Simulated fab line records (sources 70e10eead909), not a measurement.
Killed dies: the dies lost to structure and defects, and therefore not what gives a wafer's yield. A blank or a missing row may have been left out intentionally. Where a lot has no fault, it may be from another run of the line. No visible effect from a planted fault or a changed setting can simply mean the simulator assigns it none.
Which tool was responsible? || flow nand harc || 14 lots, 42 wafers sampled, at 5 steps of a route of 1159

WHAT THE GAUGES READ, wafer by wafer
NHARC_A_SOURCE_PLATE_INSPECT_08. Usual: 74 for raw defect count, sd 28.
{"lot": "L542", "measured": "day 7 11:58", "on": "defect inspect-02", "raw defect count": "94 72 63", "flag": ""}
{"lot": "L543", "measured": "day 7 11:58", "on": "defect inspect-01", "raw defect count": "57 60 59", "flag": ""}
{"lot": "L544", "measured": "day 7 19:16", "on": "defect inspect-01", "raw defect count": "74 61 62", "flag": ""}
{"lot": "L545", "measured": "day 8 02:56", "on": "defect inspect-01", "raw defect count": "96 81 64", "flag": ""}
{"lot": "L548", "measured": "day 8 20:32", "on": "defect inspect-02", "raw defect count": "98 102 72", "flag": ""}
{"lot": "L547", "measured": "day 8 20:35", "on": "defect inspect-02", "raw defect count": "93 103 94", "flag": ""}
{"lot": "L550", "measured": "day 9 08:42", "on": "defect inspect-02", "raw defect count": "102 65 51", "flag": ""}
{"lot": "L556", "measured": "day 10 18:23", "on": "defect inspect-01", "raw defect count": "68 72 41", "flag": ""}
{"lot": "L557", "measured": "day 11 11:11", "on": "defect inspect-01", "raw defect count": "65 68 90", "flag": ""}
{"lot": "L559", "measured": "day 11 16:54", "on": "defect inspect-02", "raw defect count": "63 81 51", "flag": ""}
{"lot": "L560", "measured": "day 12 03:42", "on": "defect inspect-02", "raw defect count": "53 40 52", "flag": ""}
{"lot": "L563", "measured": "day 12 12:35", "on": "defect inspect-01", "raw defect count": "42 32 40", "flag": ""}
{"lot": "L562", "measured": "day 12 12:35", "on": "defect inspect-02", "raw defect count": "65 41 91", "flag": ""}
{"lot": "L565", "measured": "day 13 05:05", "on": "defect inspect-02", "raw defect count": "89 72 123", "flag": ""}

NHARC_A_ONON_D1_THK_MEAS_05: measures by ellipsometry. Usual: 1000 nm for thk nm, sd 9.
{"lot": "L542", "measured": "day 7 13:06", "on": "film metro-01", "thk nm (nm)": "993 992 994", "flag": ""}
{"lot": "L543", "measured": "day 7 13:07", "on": "film metro-02", "thk nm (nm)": "997 999 999", "flag": ""}
{"lot": "L544", "measured": "day 7 20:24", "on": "film metro-01", "thk nm (nm)": "1005 1002 1001", "flag": ""}
{"lot": "L545", "measured": "day 8 04:05", "on": "film metro-01", "thk nm (nm)": "992 991 990", "flag": ""}
{"lot": "L548", "measured": "day 8 21:40", "on": "film metro-02", "thk nm (nm)": "1005 1003 1004", "flag": ""}
{"lot": "L547", "measured": "day 8 21:43", "on": "film metro-01", "thk nm (nm)": "1009 1008 1009", "flag": ""}
{"lot": "L550", "measured": "day 9 09:58", "on": "film metro-01", "thk nm (nm)": "990 990 992", "flag": ""}
{"lot": "L556", "measured": "day 10 19:31", "on": "film metro-01", "thk nm (nm)": "977 980 980", "flag": ""}
{"lot": "L557", "measured": "day 11 12:20", "on": "film metro-01", "thk nm (nm)": "989 990 990", "flag": ""}
{"lot": "L559", "measured": "day 11 18:04", "on": "film metro-02", "thk nm (nm)": "1013 1013 1012", "flag": ""}
{"lot": "L560", "measured": "day 12 04:52", "on": "film metro-01", "thk nm (nm)": "1000 1002 1002", "flag": ""}
{"lot": "L563", "measured": "day 12 13:43", "on": "film metro-01", "thk nm (nm)": "1006 1006 1007", "flag": ""}
{"lot": "L562", "measured": "day 12 13:43", "on": "film metro-02", "thk nm (nm)": "1009 1011 1010", "flag": ""}
{"lot": "L565", "measured": "day 13 06:14", "on": "film metro-01", "thk nm (nm)": "1005 1009 1006", "flag": ""}

NHARC_A_ONON_D1_THK_MEAS_27: measures by ellipsometry. Usual: 1000 nm for thk nm, sd 10.
{"lot": "L542", "measured": "day 8 00:38", "on": "film metro-01", "thk nm (nm)": "999 1000 999", "flag": ""}
{"lot": "L543", "measured": "day 8 00:38", "on": "film metro-01", "thk nm (nm)": "992 996 994", "flag": ""}
{"lot": "L544", "measured": "day 8 08:37", "on": "film metro-02", "thk nm (nm)": "992 993 992", "flag": ""}
{"lot": "L545", "measured": "day 8 15:33", "on": "film metro-01", "thk nm (nm)": "1005 1005 1006", "flag": ""}
{"lot": "L548", "measured": "day 9 08:12", "on": "film metro-01", "thk nm (nm)": "1008 1007 1008", "flag": ""}
{"lot": "L547", "measured": "day 9 08:13", "on": "film metro-02", "thk nm (nm)": "989 1760 1761", "flag": "OFF"}
{"lot": "L550", "measured": "day 9 20:20", "on": "film metro-01", "thk nm (nm)": "1006 1005 1775", "flag": "OFF"}
{"lot": "L556", "measured": "day 11 07:03", "on": "film metro-02", "thk nm (nm)": "973 974 973", "flag": ""}
{"lot": "L557", "measured": "day 11 22:56", "on": "film metro-02", "thk nm (nm)": "981 983 983", "flag": ""}
{"lot": "L559", "measured": "day 12 06:01", "on": "film metro-01", "thk nm (nm)": "1008 1005 1006", "flag": ""}
{"lot": "L560", "measured": "day 12 16:25", "on": "film metro-01", "thk nm (nm)": "1012 1012 1012", "flag": ""}
{"lot": "L563", "measured": "day 13 00:15", "on": "film metro-02", "thk nm (nm)": "987 990 988", "flag": ""}
{"lot": "L562", "measured": "day 13 00:16", "on": "film metro-02", "thk nm (nm)": "1006 1006 1008", "flag": ""}
{"lot": "L565", "measured": "day 13 17:05", "on": "film metro-02", "thk nm (nm)": "1003 1001 1002", "flag": ""}

NHARC_END_SORT_01. Usual: killed at array 29, standard deviation 8.4; killed at other 0.7, standard deviation 1.2; killed at periphery 3.8, standard deviation 2.1; killed dies 33, standard deviation 9; killed open 3.4, standard deviation 2; killed short 2.1, standard deviation 1.4.
{"lot": "L547", "measured": "day 22 00:52", "on": "prober-02", "killed at array": "15 675 674", "killed at other": "0 0 0", "killed at periphery": "1 2 3", "killed dies": "16 677 677", "killed open": "2 0 5", "killed short": "0 4 2", "flag": "OFF"}
{"lot": "L550", "measured": "day 22 07:05", "on": "prober-01", "killed at array": "22 23 673", "killed at other": "0 0 0", "killed at periphery": "2 0 4", "killed dies": "24 23 677", "killed open": "4 2 5", "killed short": "2 5 0", "flag": "OFF"}
{"lot": "L559", "measured": "day 23 14:29", "on": "prober-01", "killed at array": "32 26 29", "killed at other": "0 4 3", "killed at periphery": "5 3 4", "killed dies": "37 33 36", "killed open": "6 1 4", "killed short": "2 1 2", "flag": ""}
{"lot": "L563", "measured": "day 24 07:41", "on": "prober-01", "killed at array": "40 33 35", "killed at other": "1 1 1", "killed at periphery": "8 4 7", "killed dies": "49 38 43", "killed open": "2 4 4", "killed short": "5 2 3", "flag": ""}

TOOL THAT RAN EACH LOT (tool first, then ch and the chambers of the sampled wafers, then the start)
{"lot": "L542", "NHARC_A_ONON_D1_DEP_25": "pecvd onon-03 ch 0, day 8 00:07"}
{"lot": "L543", "NHARC_A_ONON_D1_DEP_25": "pecvd onon-02 ch 0, day 8 00:08"}
{"lot": "L544", "NHARC_A_ONON_D1_DEP_25": "pecvd onon-03 ch 0, day 8 08:05"}
{"lot": "L545", "NHARC_A_ONON_D1_DEP_25": "pecvd onon-02 ch 0, day 8 15:09"}
{"lot": "L548", "NHARC_A_ONON_D1_DEP_25": "pecvd onon-03 ch 0, day 9 07:41"}
{"lot": "L547", "NHARC_A_ONON_D1_DEP_25": "pecvd onon-02 ch 0, day 9 07:49"}
{"lot": "L550", "NHARC_A_ONON_D1_DEP_25": "pecvd onon-02 ch 0, day 9 19:50"}
{"lot": "L556", "NHARC_A_ONON_D1_DEP_25": "pecvd onon-03 ch 0, day 11 06:36"}
{"lot": "L557", "NHARC_A_ONON_D1_DEP_25": "pecvd onon-01 ch 0, day 11 22:36"}
{"lot": "L559", "NHARC_A_ONON_D1_DEP_25": "pecvd onon-01 ch 0, day 12 05:30"}
{"lot": "L560", "NHARC_A_ONON_D1_DEP_25": "pecvd onon-03 ch 0, day 12 15:54"}
{"lot": "L563", "NHARC_A_ONON_D1_DEP_25": "pecvd onon-01 ch 0, day 12 23:52"}
{"lot": "L562", "NHARC_A_ONON_D1_DEP_25": "pecvd onon-02 ch 0, day 12 23:53"}
{"lot": "L565", "NHARC_A_ONON_D1_DEP_25": "pecvd onon-01 ch 0, day 13 16:34"}
- NHARC_A_ONON_D1_DEP_25: target thk 1000 nm.

AS READ BY THE TOOLS THEMSELVES (means over the sampled wafers that have a number; for cases with no such wafer, the mark the record gives instead)
The record holds no such reading with a usual standard deviation.

THE ANSWER, worked out from the rows above alone
Rule: take the mean of a lot's wafers that have a number; if it is more than 3 standard deviations from the usual mean, the lot is off. A lot without any number at a reading at which 4 lots or more have one is off too. The other lots that the step has rows for count as sound. Order of review: gauges by route order, followed by the tools' own readings, for which a lot's mean as printed above is used. At the first step where some lot is off, the reading lying furthest off is the one used; lots without a number count as furthest.
Off: L547, L550 (NHARC_A_ONON_D1_THK_MEAS_27, thk nm).
If a tool, at a process step before that reading, ran all the lots that are off and no sound lot after the first of them, it fits. Not tried: the gauges at NHARC_A_ONON_D1_THK_MEAS_27; whatever is off there is also off at NHARC_END_SORT_01, on other tools, and gauge error can't account for it. Not one of the candidates tried fits.

WHAT THE SIMULATOR PUT IN
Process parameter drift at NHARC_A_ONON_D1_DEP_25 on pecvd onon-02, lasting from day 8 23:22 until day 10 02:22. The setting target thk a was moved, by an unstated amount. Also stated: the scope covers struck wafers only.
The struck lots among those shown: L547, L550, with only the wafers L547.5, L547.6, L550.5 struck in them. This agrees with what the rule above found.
